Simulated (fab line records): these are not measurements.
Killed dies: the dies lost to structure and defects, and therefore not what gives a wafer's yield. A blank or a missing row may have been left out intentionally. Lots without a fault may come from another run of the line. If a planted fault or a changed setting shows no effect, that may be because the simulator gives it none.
Which tool was responsible? | flow n5 finfet | 24 lots, 72 wafers sampled, at 6 steps of a route of 1938

## WHAT EACH GAUGE READ, for each wafer
Not one reading of a measure or inspect step in the record can be checked against a usual standard deviation.

## WHICH TOOL RAN EACH LOT (tool, then ch and the chambers of the sampled wafers, then the start)
lot  | N5_GATE_CUT_CMP_43            | N5_MOL_CONTACT_COAG_CONTACT_ETCH_14 | N5_MOL_CONTACT_COAG_ALD_20          | N5_MOL_CONTACT_COAG_SIL_ANNEAL_21 | N5_MOL_CONTACT_COAG_ANNEAL_113   | N5_MOL_CONTACT_COAG_SPUTTER_130
L074 | cmp-01 ch 0,2,3, day 4 15:31  | rie diel-06 ch 1,2, day 4 17:10     | ald metal-01 ch 1,2, day 4 17:58    | rtp anneal-02 ch 0, day 4 18:34   | rtp anneal-02 ch 0, day 4 21:06  | pvd sputter-02, day 4 23:49
L075 | cmp-02 ch 0,2,3, day 4 22:10  | rie diel-02 ch 0,1, day 4 23:56     | ald metal-03 ch 0,3, day 5 00:45    | rtp anneal-01 ch 0, day 5 01:19   | rtp anneal-01 ch 0, day 5 04:11  | pvd sputter-01, day 5 05:15
L076 | cmp-02 ch 0,2, day 5 04:31    | rie diel-02 ch 0,1,3, day 5 05:47   | ald metal-03 ch 1,2, day 5 07:19    | rtp anneal-02 ch 0, day 5 07:41   | rtp anneal-02 ch 0, day 5 10:09  | pvd sputter-01, day 5 12:45
L077 | cmp-04 ch 0,1,3, day 5 06:55  | rie diel-01 ch 0,1,3, day 5 08:14   | ald metal-01 ch 1,2,3, day 5 09:15  | rtp anneal-02 ch 0, day 5 09:47   | rtp anneal-01 ch 0, day 5 13:20  | pvd sputter-01, day 5 16:33
L078 | cmp-01 ch 0,1, day 5 13:54    | rie diel-06 ch 0,3, day 5 15:08     | ald metal-01 ch 0,1,2, day 5 16:58  | rtp anneal-01 ch 0, day 5 17:21   | rtp anneal-01 ch 0, day 5 18:40  | pvd sputter-03, day 5 20:34
L079 | cmp-01 ch 0,1, day 5 22:33    | rie diel-02 ch 0,1,2, day 5 23:52   | ald metal-04 ch 0,3, day 6 01:23    | rtp anneal-02 ch 0, day 6 01:45   | rtp anneal-01 ch 0, day 6 03:46  | pvd sputter-01, day 6 04:49
L080 | cmp-02 ch 0,2,3, day 6 09:44  | rie diel-01 ch 1,2, day 6 11:10     | ald metal-01 ch 0,1,2, day 6 12:07  | rtp anneal-01 ch 0, day 6 12:29   | rtp anneal-01 ch 0, day 6 14:07  | pvd sputter-03, day 6 16:05
L081 | cmp-04 ch 0,1,2, day 6 10:05  | rie diel-02 ch 1,2,3, day 6 11:23   | ald metal-03 ch 1,2,3, day 6 12:13  | rtp anneal-02 ch 0, day 6 12:37   | rtp anneal-02 ch 0, day 6 14:38  | pvd sputter-03, day 6 16:14
L082 | cmp-04 ch 1,2, day 6 17:47    | rie diel-06 ch 1,2, day 6 19:02     | ald metal-04 ch 0,2,3, day 6 20:07  | rtp anneal-02 ch 0, day 6 20:31   | rtp anneal-02 ch 0, day 6 23:37  | pvd sputter-02, day 7 00:41
L083 | cmp-04 ch 0,1, day 6 18:47    | rie diel-01 ch 0,2, day 6 20:06     | ald metal-04 ch 0,2, day 6 22:29    | rtp anneal-02 ch 0, day 6 22:59   | rtp anneal-01 ch 0, day 7 00:56  | pvd sputter-03, day 7 03:41
L084 | cmp-02 ch 0,3, day 7 01:53    | rie diel-01 ch 0,2, day 7 03:11     | ald metal-04 ch 2,3, day 7 04:03    | rtp anneal-01 ch 0, day 7 04:29   | rtp anneal-01 ch 0, day 7 06:35  | pvd sputter-01, day 7 10:37
L085 | cmp-04 ch 0,3, day 7 10:59    | rie diel-06 ch 2,3, day 7 12:13     | ald metal-01 ch 0,3, day 7 13:24    | rtp anneal-02 ch 0, day 7 13:56   | rtp anneal-02 ch 0, day 7 15:04  | pvd sputter-02, day 7 19:11
L086 | cmp-02 ch 1,2,3, day 7 12:41  | rie diel-06 ch 0,2,3, day 7 14:02   | ald metal-04 ch 0,1,2, day 7 14:50  | rtp anneal-01 ch 0, day 7 15:18   | rtp anneal-01 ch 0, day 7 20:15  | pvd sputter-03, day 7 22:35
L087 | cmp-04 ch 1,2, day 7 21:37    | rie diel-02 ch 0,1,2, day 7 23:03   | ald metal-04 ch 0,1,3, day 7 23:55  | rtp anneal-02 ch 0, day 8 00:30   | rtp anneal-02 ch 0, day 8 03:40  | pvd sputter-02, day 8 04:37
L088 | cmp-04 ch 0,2,3, day 8 02:06  | rie diel-02 ch 0,3, day 8 03:24     | ald metal-04 ch 0,1,2, day 8 04:16  | rtp anneal-01 ch 0, day 8 04:45   | rtp anneal-02 ch 0, day 8 05:54  | pvd sputter-01, day 8 07:50
L089 | cmp-04 ch 1,2,3, day 8 08:38  | rie diel-01 ch 2,3, day 8 09:54     | ald metal-01 ch 1,2, day 8 11:34    | rtp anneal-01 ch 0, day 8 11:56   | rtp anneal-02 ch 0, day 8 13:28  | pvd sputter-02, day 8 18:02
L090 | cmp-01 ch 1,2,3, day 8 15:00  | rie diel-01 ch 0,3, day 8 16:19     | ald metal-03 ch 0,1, day 8 18:35    | rtp anneal-01 ch 0, day 8 18:58   | rtp anneal-01 ch 0, day 8 21:21  | pvd sputter-03, day 8 23:26
L091 | cmp-04 ch 1,2,3, day 8 23:23  | rie diel-06 ch 0,1,3, day 9 00:37   | ald metal-01 ch 0,1,3, day 9 01:41  | rtp anneal-01 ch 0, day 9 02:04   | rtp anneal-02 ch 0, day 9 03:38  | pvd sputter-03, day 9 05:57
L092 | cmp-01 ch 0,1,3, day 9 03:08  | rie diel-02 ch 0,1,3, day 9 04:23   | ald metal-01 ch 1,2, day 9 06:37    | rtp anneal-01 ch 0, day 9 07:05   | rtp anneal-02 ch 0, day 9 09:46  | pvd sputter-01, day 9 12:04
L093 | cmp-01 ch 0,2,3, day 9 08:36  | rie diel-01 ch 1,2,3, day 9 10:00   | ald metal-01 ch 1,2,3, day 9 11:43  | rtp anneal-02 ch 0, day 9 12:16   | rtp anneal-01 ch 0, day 9 13:32  | pvd sputter-02, day 9 15:15
L094 | cmp-04 ch 1,2,3, day 9 14:26  | rie diel-02 ch 1,2, day 9 15:35     | ald metal-04 ch 0,2,3, day 9 16:31  | rtp anneal-01 ch 0, day 9 17:01   | rtp anneal-01 ch 0, day 9 18:58  | pvd sputter-03, day 9 22:48
L095 | cmp-02 ch 0,1,2, day 9 19:54  | rie diel-01 ch 0,1,2, day 9 21:13   | ald metal-01 ch 1,3, day 9 23:01    | rtp anneal-01 ch 0, day 9 23:26   | rtp anneal-01 ch 0, day 10 01:10 | pvd sputter-02, day 10 03:04
L096 | cmp-04 ch 1,2,3, day 10 01:43 | rie diel-01 ch 0,1,2, day 10 03:07  | ald metal-01 ch 0,1,3, day 10 03:55 | rtp anneal-01 ch 0, day 10 04:18  | rtp anneal-01 ch 0, day 10 05:46 | pvd sputter-01, day 10 07:54
L097 | cmp-04 ch 1,3, day 10 10:53   | rie diel-01 ch 0,1,3, day 10 12:23  | ald metal-01 ch 1,2, day 10 13:25   | rtp anneal-01 ch 0, day 10 13:47  | rtp anneal-01 ch 0, day 10 15:07 | pvd sputter-02, day 10 16:32
- N5_GATE_CUT_CMP_43: polishes SiO2.
- N5_MOL_CONTACT_COAG_CONTACT_ETCH_14: etches SiO2 in C4F6/O2, target depth 27.5 nm, overetch 8.5 nm, time 20 s.
- N5_MOL_CONTACT_COAG_ALD_20: deposits TiN, target thk 1.5 nm, pulse time 1 s, purge time 3 s.
- N5_MOL_CONTACT_COAG_SIL_ANNEAL_21: time 60 s.
- N5_MOL_CONTACT_COAG_ANNEAL_113: time 300 s.
- N5_MOL_CONTACT_COAG_SPUTTER_130: material Co, target thk 47.5 nm.

## AS READ BY THE TOOLS THEMSELVES (means over the sampled wafers that have a number; for cases with no such wafer, the mark the record gives instead)
N5_GATE_CUT_CMP_43. Usual: motor current A 12.3 A, standard deviation 0.94.
lot  | tool   | motor current A (A) | flag
L074 | cmp-01 | 11.2                |
L075 | cmp-02 | 11.6                |
L076 | cmp-02 | 11.4                |
L077 | cmp-04 | 12.5                |
L078 | cmp-01 | 11.2                |
L079 | cmp-01 | 11.0                |
L080 | cmp-02 | 11.7                |
L081 | cmp-04 | 12.8                |
L082 | cmp-04 | 13.4                |
L083 | cmp-04 | 12.7                |
L084 | cmp-02 | 11.5                |
L085 | cmp-04 | 12.5                |
L086 | cmp-02 | 11.8                |
L087 | cmp-04 | 12.8                |
L088 | cmp-04 | 12.9                |
L089 | cmp-04 | 12.7                |
L090 | cmp-01 | 11.7                |
L091 | cmp-04 | 12.9                |
L092 | cmp-01 | 11.1                |
L093 | cmp-01 | 11.7                |
L094 | cmp-04 | 12.9                |
L095 | cmp-02 | 12.2                |
L096 | cmp-04 | 13.2                |
L097 | cmp-04 | 12.7                |

N5_MOL_CONTACT_COAG_CONTACT_ETCH_14. Usual: O2_flow_sccm 10.00 sccm, standard deviation 0.031; drypump motor current A 5.5 A, standard deviation 0.42; oes product au 0.66 a.u., standard deviation 0.064; rf vpp V 692 V, standard deviation 4.5; showerhead plenum p Torr 2.86 Torr, standard deviation 0.13; throttle valve pct 21.37 %, standard deviation 0.18.
lot  | tool        | O2_flow_sccm (sccm) | drypump motor current A (A) | oes product au (a.u.) | rf vpp V (V) | showerhead plenum p Torr (Torr) | throttle valve pct (%) | flag
L074 | rie diel-06 | 10.00               | 6.0                         | 0.61                  | 691          | 2.83                            | 21.53                  |
L075 | rie diel-02 | 9.99                | 5.6                         | 0.71                  | 698          | 3.03                            | 21.50                  |
L076 | rie diel-02 | 10.00               | 5.7                         | 0.68                  | 696          | 2.98                            | 21.33                  |
L077 | rie diel-01 | 10.00               | 5.3                         | 0.63                  | 691          | 2.83                            | 21.42                  |
L078 | rie diel-06 | 9.99                | 6.1                         | 0.79                  | 694          | 2.91                            | 21.13                  |
L079 | rie diel-02 | 10.00               | 5.6                         | 0.67                  | 697          | 2.96                            | 21.47                  |
L080 | rie diel-01 | 10.01               | 5.2                         | 0.67                  | 687          | 2.75                            | 21.46                  |
L081 | rie diel-02 | 9.96                | 5.5                         | 0.65                  | 694          | 2.91                            | 21.32                  |
L082 | rie diel-06 | 9.99                | 6.2                         | 0.59                  | 689          | 2.78                            | 21.63                  |
L083 | rie diel-01 | 10.00               | 4.9                         | 0.62                  | 685          | 2.68                            | 21.39                  |
L084 | rie diel-01 | 10.00               | 4.9                         | 0.62                  | 686          | 2.68                            | 21.42                  |
L085 | rie diel-06 | 10.01               | 6.0                         | 0.66                  | 692          | 2.86                            | 21.37                  |
L086 | rie diel-06 | 10.03               | 5.9                         | 0.69                  | 693          | 2.91                            | 21.28                  |
L087 | rie diel-02 | 10.04               | 5.6                         | 0.65                  | 695          | 2.96                            | 21.50                  |
L088 | rie diel-02 | 10.02               | 5.8                         | 0.64                  | 694          | 2.91                            | 21.21                  |
L089 | rie diel-01 | 10.00               | 5.4                         | 0.74                  | 692          | 2.85                            | 21.33                  |
L090 | rie diel-01 | 9.96                | 5.4                         | 0.72                  | 692          | 2.87                            | 21.24                  |
L091 | rie diel-06 | 10.03               | 6.1                         | 0.76                  | 695          | 2.97                            | 21.26                  |
L092 | rie diel-02 | 9.99                | 5.7                         | 0.66                  | 695          | 2.96                            | 21.37                  |
L093 | rie diel-01 | 10.01               | 5.2                         | 0.69                  | 689          | 2.79                            | 21.42                  |
L094 | rie diel-02 | 9.99                | 5.4                         | 0.62                  | 693          | 2.90                            | 21.47                  |
L095 | rie diel-01 | 10.03               | 5.1                         | 0.62                  | 687          | 2.71                            | 21.43                  |
L096 | rie diel-01 | 9.99                | 5.1                         | 0.62                  | 687          | 2.71                            | 21.43                  |
L097 | rie diel-01 | 10.01               | 5.3                         | 0.67                  | 691          | 2.81                            | 21.34                  |

N5_MOL_CONTACT_COAG_ALD_20. Usual: heater power w 938 W, standard deviation 79; precursor pulse height rel 1.001, standard deviation 0.02.
lot  | tool         | heater power w (W) | precursor pulse height rel | flag
L074 | ald metal-01 | 930                | 1.008                      |
L075 | ald metal-03 | 828                | 0.999                      |
L076 | ald metal-03 | 1091               | 0.990                      |
L077 | ald metal-01 | 940                | 1.018                      |
L078 | ald metal-01 | 911                | 0.989                      |
L079 | ald metal-04 | 930                | 0.998                      |
L080 | ald metal-01 | 923                | 0.975                      |
L081 | ald metal-03 | 1012               | 0.996                      |
L082 | ald metal-04 | 928                | 1.012                      |
L083 | ald metal-04 | 910                | 1.001                      |
L084 | ald metal-04 | 892                | 0.977                      |
L085 | ald metal-01 | 916                | 0.996                      |
L086 | ald metal-04 | 970                | 0.998                      |
L087 | ald metal-04 | 970                | 0.997                      |
L088 | ald metal-04 | 978                | 0.989                      |
L089 | ald metal-01 | 935                | 1.016                      |
L090 | ald metal-03 | 1031               | 1.010                      |
L091 | ald metal-01 | 903                | 0.999                      |
L092 | ald metal-01 | 959                | 1.002                      |
L093 | ald metal-01 | 919                | 1.008                      |
L094 | ald metal-04 | 931                | 1.004                      |
L095 | ald metal-01 | 888                | 0.992                      |
L096 | ald metal-01 | 909                | 1.009                      |
L097 | ald metal-01 | 916                | 1.018                      |

N5_MOL_CONTACT_COAG_SIL_ANNEAL_21. Usual: lamp power pct 5.9 %, standard deviation 0.36; wafer_temp_C_max 551.9, standard deviation 0.43.
lot  | tool          | lamp power pct (%) | wafer_temp_C_max | flag
L074 | rtp anneal-02 | 6.4                | 552.6            |
L075 | rtp anneal-01 | 5.6                | 551.8            |
L076 | rtp anneal-02 | 6.4                | 552.6            |
L077 | rtp anneal-02 | 6.4                | 552.2            |
L078 | rtp anneal-01 | 5.6                | 551.5            |
L079 | rtp anneal-02 | 6.4                | 552.4            |
L080 | rtp anneal-01 | 5.6                | 551.8            |
L081 | rtp anneal-02 | 6.4                | 551.9            |
L082 | rtp anneal-02 | 6.4                | 552.2            |
L083 | rtp anneal-02 | 6.4                | 551.7            |
L084 | rtp anneal-01 | 5.6                | 551.5            |
L085 | rtp anneal-02 | 6.4                | 552.2            |
L086 | rtp anneal-01 | 5.6                | 552.2            |
L087 | rtp anneal-02 | 6.4                | 552.4            |
L088 | rtp anneal-01 | 5.6                | 552.0            |
L089 | rtp anneal-01 | 5.6                | 551.5            |
L090 | rtp anneal-01 | 5.6                | 552.0            |
L091 | rtp anneal-01 | 5.6                | 551.6            |
L092 | rtp anneal-01 | 5.6                | 552.0            |
L093 | rtp anneal-02 | 6.4                | 552.2            |
L094 | rtp anneal-01 | 5.6                | 551.8            |
L095 | rtp anneal-01 | 5.6                | 551.7            |
L096 | rtp anneal-01 | 5.6                | 551.6            |
L097 | rtp anneal-01 | 5.6                | 551.8            |

N5_MOL_CONTACT_COAG_ANNEAL_113. Usual: lamp power pct 2.56 %, standard deviation 0.16; wafer_temp_C_max 401.4, standard deviation 0.36.
lot  | tool          | lamp power pct (%) | wafer_temp_C_max | flag
L074 | rtp anneal-02 | 2.74               | 401.7            |
L075 | rtp anneal-01 | 2.42               | 401.2            |
L076 | rtp anneal-02 | 2.74               | 401.6            |
L077 | rtp anneal-01 | 2.42               | 401.0            |
L078 | rtp anneal-01 | 2.42               | 401.4            |
L079 | rtp anneal-01 | 2.42               | 401.2            |
L080 | rtp anneal-01 | 2.42               | 401.0            |
L081 | rtp anneal-02 | 2.74               | 401.8            |
L082 | rtp anneal-02 | 2.74               | 401.7            |
L083 | rtp anneal-01 | 2.42               | 401.3            |
L084 | rtp anneal-01 | 2.42               | 401.2            |
L085 | rtp anneal-02 | 2.74               | 401.9            |
L086 | rtp anneal-01 | 2.42               | 401.6            |
L087 | rtp anneal-02 | 2.74               | 401.9            |
L088 | rtp anneal-02 | 2.74               | 401.4            |
L089 | rtp anneal-02 | 2.74               | 401.7            |
L090 | rtp anneal-01 | 2.42               | 401.2            |
L091 | rtp anneal-02 | 2.74               | 401.8            |
L092 | rtp anneal-02 | 2.74               | 401.6            |
L093 | rtp anneal-01 | 2.43               | 401.3            |
L094 | rtp anneal-01 | 2.42               | 401.2            |
L095 | rtp anneal-01 | 2.42               | 401.1            |
L096 | rtp anneal-01 | 2.42               | 401.1            |
L097 | rtp anneal-01 | 2.42               | 401.3            |

N5_MOL_CONTACT_COAG_SPUTTER_130. Usual: throttle valve pct 30.0 %, standard deviation 1.2.
lot  | tool           | throttle valve pct (%) | flag
L074 | pvd sputter-02 | 29.8                   |
L075 | pvd sputter-01 | 29.7                   |
L076 | pvd sputter-01 | 30.8                   |
L077 | pvd sputter-01 | 30.2                   |
L078 | pvd sputter-03 | 30.2                   |
L079 | pvd sputter-01 | 29.5                   |
L080 | pvd sputter-03 | 29.0                   |
L081 | pvd sputter-03 | 29.1                   |
L082 | pvd sputter-02 | 29.2                   |
L083 | pvd sputter-03 | 30.2                   |
L084 | pvd sputter-01 | 30.3                   |
L085 | pvd sputter-02 | 29.9                   |
L086 | pvd sputter-03 | 29.7                   |
L087 | pvd sputter-02 | 29.8                   |
L088 | pvd sputter-01 | 30.2                   |
L089 | pvd sputter-02 | 29.8                   |
L090 | pvd sputter-03 | 29.2                   |
L091 | pvd sputter-03 | 28.9                   |
L092 | pvd sputter-01 | 30.8                   |
L093 | pvd sputter-02 | 30.1                   |
L094 | pvd sputter-03 | 30.2                   |
L095 | pvd sputter-02 | 30.2                   |
L096 | pvd sputter-01 | 30.2                   |
L097 | pvd sputter-02 | 29.3                   |

## THE ANSWER, worked out from the rows above alone
Rule: a lot counts as off when the mean over its wafers that have a number is more than 3 standard deviations away from the usual mean. Also off: a lot with no number at a reading for which 4 or more lots have one. Any other lot the step has rows for is counted as sound. The gauges are gone through in route order, then the tools' own readings, and for those a lot's mean is taken as printed above. At the first step where some lot is off, the reading lying furthest off is the one used; lots without a number count as furthest.
Nothing can be told from this: no lot is off at any reading shown.

## WHAT HAD BEEN PUT IN BY THE SIMULATOR
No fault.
